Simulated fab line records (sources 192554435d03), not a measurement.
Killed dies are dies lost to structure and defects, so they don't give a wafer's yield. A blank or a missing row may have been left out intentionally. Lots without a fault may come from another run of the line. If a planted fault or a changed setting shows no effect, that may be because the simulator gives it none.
A lot that was struck, set against a sound lot ; flow n5 finfet ; 15 out of 1938 route steps
Sound: the wafers L939.1, L939.4, L939.6. Struck: wafer L922.4 (left out: L922.1, L922.5 of the same lot, which were not struck); the cause appears at the end.
Order at every step that has rows: each side's tool, ch and its chambers, its first start. Under that, the readings that differ: sound wafers ; struck wafers ; difference of the means ; sigmas: that difference in standard deviations of wafers without a fault.
alike: a reading whose means differ by less than 2 such deviations, as well as words and numbers matching on both sides. not compared: withheld readings; readings where some wafer has no value; bounds like >300 that might hide an equal value; numbers whose values overlap and for which the record gives no deviation.
Wherever a step has rows on one side only, a row that says differs or no value, or a row with sigmas, the two part there. Numbers that have no deviation but don't overlap get no sigmas and don't part them. A reading missing from all wafers of one side parts the sides only when that side holds two or more wafers.

first, 11 steps without rows for these wafers: N5_MOL_CONTACT_COAG_DESCUM_45 (chemistry O2, time 7 s); N5_MOL_CONTACT_COAG_ETCH_65 (etches underlayer in N2/H2, target depth 13 nm, time 10.4 s); N5_MOL_CONTACT_COAG_ETCH_66 (etches SiARC in CF4, target depth 13 nm, time 21.7 s); N5_MOL_CONTACT_COAG_ALD_133 (deposits SiO2, target thk 5 nm, pulse time 1 s, co reactant pulse time 1 s); N5_MOL_CONTACT_COAG_ETCHBACK_134 (etches SiO2 in CHF3, target depth 10 nm, time 6.7 s); N5_MOL_CONTACT_COAG_ETCH_67 (etches SOC in N2/H2, target depth 60 nm, overetch 21 nm, time 101.2 s); N5_MOL_CONTACT_COAG_STRIP_68 (strips in N2/H2); N5_MOL_CONTACT_COAG_STRIP_69 (strips in N2/H2); N5_MOL_CONTACT_COAG_ETCHBACK_136 (etches SiO2 in CHF3, target depth 25 nm, time 16.7 s); N5_MOL_CONTACT_COAG_STRIP_120 (strips in CHF3); N5_MOL_CONTACT_COAG_VIA_ETCH_117 (etches SiO2 in C4F6/O2, target depth 40 nm, overetch 8 nm, time 26 s).
N5_MOL_CONTACT_COAG_ETCH_124: etches SiNx in CH3F/O2, stops on SiOC, target depth 6.5 nm.
  sound on rie diel-06 ch 2,3, day 11 00:17; struck on rie diel-05 ch 0, day 6 16:58
reading;sound;struck;difference;sigmas
over etch frac;0.3 0.3 0.3;0.63106;+0.33106;
model.SOC_of_MOL_CONTACT_COAG_COAT_62.thk nm (nm);48.2 48 48.6;47.2;-1.1;
  alike: bias w, drypump motor current A, oes_ar_750_au, oes product au, rf vpp V, showerhead plenum p Torr, throttle valve pct
  not compared: rf hours counter h
N5_MOL_CONTACT_COAG_ETCH_48: etches SiOC in C4F6/O2, target depth 15 nm, overetch 4.5 nm, time 17 s.
  sound on rie diel-06 ch 2,3, day 11 00:20; struck on rie diel-05 ch 0, day 6 17:00
reading;sound;struck;difference;sigmas
model.SOC_of_MOL_CONTACT_COAG_COAT_62.thk nm (nm);45.6 45.4 46;44.6;-1.1;
  alike: bias w, drypump motor current A, oes_ar_750_au, oes product au, rf vpp V, showerhead plenum p Torr, throttle valve pct
  not compared: rf hours counter h
then, 1 step without rows for these wafers: N5_MOL_CONTACT_COAG_STRIP_72 (strips in N2/H2).
-- the record jumps here: 3 days lie between the struck wafers' starts before and after (it left off in module MOL_CONTACT_COAG and takes up again in module BEOL_M4, whose first step shown is number 1111 of the route) --
N5_BEOL_M4_RC_MEAS_101:
  sound on prober-01 ch 0, day 14 06:17; struck on prober-01 ch 0, day 9 23:02
  alike: DIBL_N, DIBL_P, IOFF_N, IOFF_P, ION_N, ION_P, SS_N, SS_P, VT_N, VT_P

WHERE THEY PART
Nowhere in this record.

WHY: what had been put in by the simulator
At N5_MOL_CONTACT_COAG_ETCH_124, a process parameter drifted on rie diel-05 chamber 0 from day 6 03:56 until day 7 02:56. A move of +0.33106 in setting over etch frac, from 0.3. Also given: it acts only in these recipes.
